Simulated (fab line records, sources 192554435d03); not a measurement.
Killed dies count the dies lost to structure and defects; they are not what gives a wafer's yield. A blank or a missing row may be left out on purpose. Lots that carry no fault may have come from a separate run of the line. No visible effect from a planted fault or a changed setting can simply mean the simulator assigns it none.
Chamber matching ; flow n5_finfet ; rie_diel-05 running N5_BEOL_M10_DESCUM_16: 4 sister chambers
The step chemistry O2, time 7.9 s. 14 wafers are shown with their chamber, then 7 later ones without.

== WAFERS PAIRED WITH THEIR CHAMBERS ==
wafer;chamber;drypump_motor_current_A (A);showerhead_plenum_p_Torr (Torr);throttle_valve_pct (%)
L075.1;3;5.1;2.06;20.44
L075.4;3;5.1;2.06;20.45
L075.5;0;5.3;1.90;20.57
L079.1;1;6.6;2.24;20.62
L079.3;2;5.4;2.23;20.06
L079.5;3;5.1;2.06;20.45
L086.1;3;5.1;2.05;20.47
L086.2;0;5.3;1.89;20.64
L086.5;3;5.1;2.05;20.48
L091.4;2;5.5;2.23;20.09
L091.5;0;5.3;1.89;20.63
L091.6;1;6.6;2.23;20.64
L090.1;2;5.4;2.23;20.11
L090.2;1;6.6;2.23;20.64

SIGNATURES (means of the wafers above)
reading;chamber 0;chamber 1;chamber 2;chamber 3;scatter within a chamber
drypump_motor_current_A;5.300;6.600;5.433;5.100;0.0258
showerhead_plenum_p_Torr;1.8933;2.2333;2.2300;2.0560;0.00503
throttle_valve_pct;20.6133;20.6333;20.0867;20.4580;0.0234
Rule: for a wafer and a chamber, the distance is found by dividing, reading by reading, the gap between the wafer's reading and the chamber's mean by the reading's scatter, squaring, summing and taking the root. If the next closest chamber is less than 2 further off than the closest, the wafer can't be placed; otherwise it belongs to the closest. The scatter is the square root of a quotient: the sum, over the shown wafers, of each reading's squared deviation from its chamber's mean, divided by wafers minus chambers.

== WAFERS MISSING THEIR CHAMBER ==
wafer;drypump_motor_current_A (A);showerhead_plenum_p_Torr (Torr);throttle_valve_pct (%)
L090.6;6.6;2.23;20.64
L094.1;6.6;2.22;20.68
L094.3;5.4;2.22;20.12
L094.6;6.6;2.22;20.67
L097.1;5.5;2.22;20.11
L097.4;5.3;1.88;20.67
L097.6;5.4;2.22;20.13

== CHAMBER TAKEN BY EACH ==
wafer;from the rows above;in truth
L090.6;1;1
L094.1;1;1
L094.3;2;2
L094.6;1;1
L097.1;2;2
L097.4;0;0
L097.6;2;2
7 of 7 placed correctly. Number that these rows cannot place: 0. Number placed wrongly: 0.
